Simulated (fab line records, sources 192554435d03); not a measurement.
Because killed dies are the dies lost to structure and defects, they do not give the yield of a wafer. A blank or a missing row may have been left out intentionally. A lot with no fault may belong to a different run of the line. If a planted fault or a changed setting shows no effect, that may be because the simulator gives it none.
Chamber matching + flow n5 finfet + N5_PMOS_HMC_CHANNEL_EPI_FIN_RECESS_16 on rie si-06 has 4 sister chambers
The step chemistry HBr/Cl2, target Si, target depth 54 nm, time 18 s. 8 wafers are shown with their chamber, then 9 later ones without.

## WAFERS, EACH WITH ITS CHAMBER
| wafer  | chamber | drypump motor current A (A) | throttle valve pct (%) |
|--------|---------|-----------------------------|------------------------|
| L077.5 | 2       | 5.3                         | 35.55                  |
| L079.1 | 1       | 5.4                         | 35.96                  |
| L079.6 | 1       | 5.4                         | 35.97                  |
| L082.4 | 0       | 5.9                         | 35.23                  |
| L082.5 | 2       | 5.2                         | 35.56                  |
| L086.1 | 0       | 5.9                         | 35.21                  |
| L086.2 | 3       | 6.2                         | 35.03                  |
| L086.4 | 3       | 6.2                         | 35.03                  |

## WAFERS WITHOUT THEIR CHAMBER
| wafer  | drypump motor current A (A) | throttle valve pct (%) |
|--------|-----------------------------|------------------------|
| L092.4 | 5.3                         | 35.59                  |
| L092.5 | 6.2                         | 35.05                  |
| L092.6 | 5.2                         | 35.56                  |
| L093.2 | 5.2                         | 35.54                  |
| L093.3 | 6.2                         | 35.03                  |
| L093.5 | 5.9                         | 35.23                  |
| L095.1 | 5.9                         | 35.21                  |
| L095.3 | 5.3                         | 35.55                  |
| L095.5 | 6.2                         | 35.04                  |

## CHAMBER TAKEN BY EACH
| wafer  | from the rows above | in truth                   |
|--------|---------------------|----------------------------|
| L092.4 | 2                   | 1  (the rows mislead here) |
| L092.5 | 3                   | 3                          |
| L092.6 | 2                   | 2                          |
| L093.2 | 2                   | 2                          |
| L093.3 | 3                   | 3                          |
| L093.5 | 0                   | 0                          |
| L095.1 | 0                   | 0                          |
| L095.3 | 2                   | 2                          |
| L095.5 | 3                   | 3                          |
Placed correctly: 8 of 9. Can't be placed from these rows: 0. Placed wrongly: 1.
How it was worked out, from the rows above alone: a wafer's distance from a chamber is the root of the sum, over the readings, of the square of ((its reading less the chamber's mean) divided by the reading's scatter). The wafer belongs to the nearest chamber; if the next one is less than 2 further off, it can't be placed. Each chamber's mean is taken over the wafers shown for it. The scatter: take each reading less its chamber's mean, square it, sum over the shown wafers, divide by the number of wafers less the number of chambers, and take the root.
